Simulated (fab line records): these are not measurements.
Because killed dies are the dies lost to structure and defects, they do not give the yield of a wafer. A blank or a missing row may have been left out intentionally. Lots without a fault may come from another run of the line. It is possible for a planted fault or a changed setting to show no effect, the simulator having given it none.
Chamber matching ; flow n5Finfet ; cmp-01 running N5_MOL_CONTACT_COAG_CMP_23: 4 sister chambers
The step polishes, stops on SiO2, t overpolish 1.5 s, target thk 0 nm. 14 wafers are shown with their chamber, then 7 later ones without.

## EACH WAFER AND ITS CHAMBER
wafer;chamber;motorCurrentA (A);slurryFlowMlMin;timeToEndpointS (s)
L076.1;3;7.4;150.2;10.6
L076.4;1;8.6;150.7;10.6
L076.5;2;8.0;150.6;4.7
L077.1;0;8.6;150.3;9.6
L077.2;3;7.4;150.4;6.9
L077.5;1;8.7;149.9;9.8
L085.1;2;7.9;150.8;10.3
L085.2;0;8.3;149.8;14.1
L085.4;3;7.0;151.2;15.7
L086.2;0;7.5;149.9;13.1
L086.3;3;7.5;150.1;11.7
L086.6;2;8.5;150.5;8.0
L088.3;0;8.1;150.2;9.0
L088.4;1;8.6;150.7;7.9

SIGNATURES (averages over the wafers above)
reading;chamber 0;chamber 1;chamber 2;chamber 3;scatter within a chamber
motorCurrentA;8.125;8.633;8.133;7.325;0.318
slurryFlowMlMin;150.050;150.433;150.633;150.475;0.373
timeToEndpointS;11.450;9.433;7.667;11.225;2.8
Rule: distance of a wafer from a chamber = root of the sum over the readings of ((wafer's reading minus chamber's mean) / reading's scatter) squared. If the next closest chamber is less than 2 further off than the closest, the wafer can't be placed; otherwise it belongs to the closest. The scatter: take each reading less its chamber's mean, square it, sum over the shown wafers, divide by the number of wafers less the number of chambers, and take the root.

## WAFERS WITHOUT THEIR CHAMBER
wafer;motorCurrentA (A);slurryFlowMlMin;timeToEndpointS (s)
L088.6;9.1;150.7;9.5
L093.1;7.1;150.6;11.2
L093.2;8.7;149.6;11.8
L093.5;8.3;150.4;13.2
L095.2;7.5;150.9;8.5
L095.4;8.8;150.8;8.1
L095.5;8.3;150.6;11.0

## WHICH CHAMBER EACH WENT THROUGH
wafer;from the rows above;in truth
L088.6;can't be placed: 1 or 2 or 0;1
L093.1;3;3
L093.2;can't be placed: 0 or 1 or 2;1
L093.5;can't be placed: 0 or 1 or 2 or 3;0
L095.2;can't be placed: 3 or 2 or 0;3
L095.4;can't be placed: 1 or 2 or 0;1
L095.5;can't be placed: 1 or 2 or 0 or 3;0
Placed correctly: 1 of 7. Cannot be placed on the basis of these rows: 6; the candidates contain the true chamber in 6. 0 placed wrongly.
